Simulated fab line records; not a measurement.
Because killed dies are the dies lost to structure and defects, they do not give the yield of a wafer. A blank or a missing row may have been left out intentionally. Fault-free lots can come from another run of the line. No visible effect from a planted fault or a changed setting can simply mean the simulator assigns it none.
Which tool did it? | flow nandHarc | 13 lots with 39 wafers sampled at 5 steps, on a route of 1302 steps

== WHAT EACH GAUGE READ, for each wafer ==
NHARC_THIN_TSV_CD_MEAS_33: target cd 5000 nm.
lot  | measured     | on       | cdNm (nm)
L257 | day 23 22:31 | cdSem-03 | 5000.3 5005.2 5002.9
L258 | day 24 10:57 | cdSem-03 | 5002.2 4996.2 5003.3
L259 | day 24 09:40 | cdSem-02 | 5000.7 5001.8 4999.2
L260 | day 25 08:47 | cdSem-01 | 5002.5 4998.4 4999.8
L261 | day 25 23:38 | cdSem-01 | 5000.3 4997.7 4998.3
L264 | day 27 08:47 | cdSem-01 | 4999.6 4999.4 4997.1
L269 | day 30 01:21 | cdSem-01 | 5000.8 4997.0 4996.9
L271 | day 30 03:59 | cdSem-03 | 4997.8 5001.7 5000.1
L272 | day 30 02:31 | cdSem-03 | 5000.9 5002.2 5002.8
L275 | day 31 07:38 | cdSem-01 | 5000.8 4998.6 5000.0
L276 | day 32 09:57 | cdSem-01 | 5004.9 5000.3 5001.2
L278 | day 32 18:49 | cdSem-02 | 4995.6 5001.8 5000.1
L280 | day 34 19:59 | cdSem-03 | 5000.6 4998.1 4997.2

NHARC_END_SORT_01.
lot  | measured     | on        | killedAtArray | killedAtOther | killedAtPeriphery | killedDies | killedOpen | killedShort
L269 | day 30 10:35 | prober-02 | 61 32 35      | 0 1 0         | 50 41 53          | 111 74 88  | 3 3 7      | 6 1 3
L271 | day 30 10:31 | prober-01 | 47 53 74      | 0 4 2         | 49 37 80          | 96 94 156  | 2 6 4      | 1 4 2

== TOOL THAT RAN EACH LOT (tool first, then ch and the chambers of the sampled wafers, then the start) ==
lot  | NHARC_P_CONTACT_ALD_22             | NHARC_A_BONDPAD_ANNEAL_28       | NHARC_THIN_TSV_DESCUM_14
L257 | aldMetal-04 ch 0,2,3, day 6 08:18  | rtpAnneal-02 ch 0, day 23 00:38 | rieDiel-09 ch 0,2,3, day 23 16:49
L258 | aldMetal-02 ch 0,1,2, day 6 14:46  | rtpAnneal-02 ch 0, day 23 16:18 | rieDiel-02 ch 0,1,3, day 24 05:07
L259 | aldMetal-04 ch 1,2,3, day 6 16:13  | rtpAnneal-01 ch 0, day 23 14:40 | rieDiel-02 ch 0,2,3, day 24 03:56
L260 | aldMetal-02 ch 1,3, day 7 10:44    | rtpAnneal-02 ch 0, day 24 10:31 | rieDiel-11 ch 1,2,3, day 25 03:02
L261 | aldMetal-04 ch 0,1,3, day 7 16:30  | rtpAnneal-02 ch 0, day 25 03:25 | rieDiel-11 ch 1,2,3, day 25 18:01
L264 | aldMetal-04 ch 2,3, day 8 21:47    | rtpAnneal-01 ch 0, day 26 12:26 | rieDiel-11 ch 0,3, day 27 03:02
L269 | aldMetal-04 ch 0,1,3, day 11 03:17 | rtpAnneal-01 ch 0, day 28 19:17 | rieDiel-02 ch 0,1,2, day 29 19:43
L271 | aldMetal-04 ch 0,1,2, day 12 02:22 | rtpAnneal-01 ch 0, day 29 03:49 | rieDiel-11 ch 0,1,3, day 29 22:11
L272 | aldMetal-03 ch 1,2, day 12 03:54   | rtpAnneal-02 ch 0, day 29 02:58 | rieDiel-09 ch 0,1,3, day 29 20:54
L275 | aldMetal-03 ch 0,2,3, day 13 13:27 | rtpAnneal-01 ch 0, day 30 12:23 | rieDiel-11 ch 1,2, day 31 01:52
L276 | aldMetal-03 ch 0,1, day 14 04:11   | rtpAnneal-01 ch 0, day 31 08:49 | rieDiel-11 ch 0,2,3, day 32 04:04
L278 | aldMetal-03 ch 1,2, day 14 19:41   | rtpAnneal-02 ch 0, day 31 21:58 | rieDiel-02 ch 1,2,3, day 32 13:05
L280 | aldMetal-04 ch 1,2,3, day 15 17:25 | rtpAnneal-01 ch 0, day 34 00:45 | rieDiel-11 ch 0,1, day 34 14:13
- NHARC_P_CONTACT_ALD_22: deposits TiN, target thk 3 nm, pulse time 1 s, ald cycles 150.
- NHARC_A_BONDPAD_ANNEAL_28: time 90 s.
- NHARC_THIN_TSV_DESCUM_14: chemistry O2, time 3 s.

== WHAT THE TOOLS THEMSELVES READ (means of the sampled wafers that have a number; where no wafer has one, the mark that the record gives instead) ==
NHARC_P_CONTACT_ALD_22.
lot  | tool        | heaterPowerW (W) | precursorPulseHeightRel
L257 | aldMetal-04 | 1006             | 1.006
L258 | aldMetal-02 | 1115             | 1.028
L259 | aldMetal-04 | 1022             | 0.979
L260 | aldMetal-02 | 1134             | 0.996
L261 | aldMetal-04 | 1042             | 0.997
L264 | aldMetal-04 | 903              | 1.007
L269 | aldMetal-04 | 1043             | 1.002
L271 | aldMetal-04 | 1083             | 0.984
L272 | aldMetal-03 | 1109             | 1.005
L275 | aldMetal-03 | 1102             | 0.999
L276 | aldMetal-03 | 1057             | 0.985
L278 | aldMetal-03 | 1126             | 0.994
L280 | aldMetal-04 | 1039             | 0.994

NHARC_A_BONDPAD_ANNEAL_28.
lot  | tool         | wafer_temp_C_max
L257 | rtpAnneal-02 | 225.98
L258 | rtpAnneal-02 | 226.12
L259 | rtpAnneal-01 | 226.53
L260 | rtpAnneal-02 | 226.20
L261 | rtpAnneal-02 | 226.26
L264 | rtpAnneal-01 | 226.20
L269 | rtpAnneal-01 | 226.29
L271 | rtpAnneal-01 | 226.32
L272 | rtpAnneal-02 | 226.35
L275 | rtpAnneal-01 | 226.15
L276 | rtpAnneal-01 | 226.23
L278 | rtpAnneal-02 | 226.05
L280 | rtpAnneal-01 | 225.91

NHARC_THIN_TSV_DESCUM_14.
lot  | tool       | chamberPressureMTorr (mTorr) | drypumpMotorCurrentA (A) | oesProductAu (a.u.) | rfVppV (V) | showerheadPlenumPTorr (Torr) | throttleValvePct (%)
L257 | rieDiel-09 | 59.97                        | 5.6                      | 1.008               | 57.5       | 1.87                         | 11.305
L258 | rieDiel-02 | 59.97                        | 5.7                      | 0.991               | 58.2       | 1.89                         | 11.312
L259 | rieDiel-02 | 60.00                        | 5.5                      | 0.990               | 57.6       | 1.95                         | 11.311
L260 | rieDiel-11 | 60.02                        | 5.6                      | 1.003               | 57.4       | 1.89                         | 11.312
L261 | rieDiel-11 | 60.04                        | 5.6                      | 1.001               | 57.6       | 1.89                         | 11.318
L264 | rieDiel-11 | 60.02                        | 5.4                      | 1.008               | 57.6       | 1.89                         | 11.318
L269 | rieDiel-02 | 60.01                        | 5.6                      | 1.008               | 57.7       | 1.88                         | 11.315
L271 | rieDiel-11 | 60.08                        | 5.7                      | 1.010               | 57.6       | 1.89                         | 11.304
L272 | rieDiel-09 | 59.99                        | 5.4                      | 0.986               | 57.9       | 1.91                         | 11.311
L275 | rieDiel-11 | 59.99                        | 5.8                      | 1.016               | 58.3       | 1.89                         | 11.308
L276 | rieDiel-11 | 60.03                        | 5.4                      | 1.005               | 57.9       | 1.90                         | 11.309
L278 | rieDiel-02 | 60.03                        | 5.8                      | 1.000               | 57.6       | 1.93                         | 11.311
L280 | rieDiel-11 | 59.98                        | 6.0                      | 1.016               | 58.4       | 1.89                         | 11.311

== THE ANSWER, worked out from the rows above alone ==
Rule: what is usual is taken from the lots themselves. Put in order of their means at a reading, lots are off if they are a third of the lots or fewer, leave a main group of 4 or more, and stand apart from it by a gap of 3 or more times the standard deviation of the main group's means; of several such gaps the widest counts. A main group whose means are all the same, to the digits that the tables above print for the reading, isn't used. Also off: a lot with no number at a reading for which 4 or more lots have one. The other lots that the step has rows for count as sound. First the gauges in route order, then the tools' own readings, where a lot's mean is used as printed above. At the first step where some lot is off, the reading lying furthest off is the one used; lots without a number count as furthest.
No lot is off on any of the readings shown, so nothing can be concluded from this.

== WHAT THE SIMULATOR HAD INSERTED ==
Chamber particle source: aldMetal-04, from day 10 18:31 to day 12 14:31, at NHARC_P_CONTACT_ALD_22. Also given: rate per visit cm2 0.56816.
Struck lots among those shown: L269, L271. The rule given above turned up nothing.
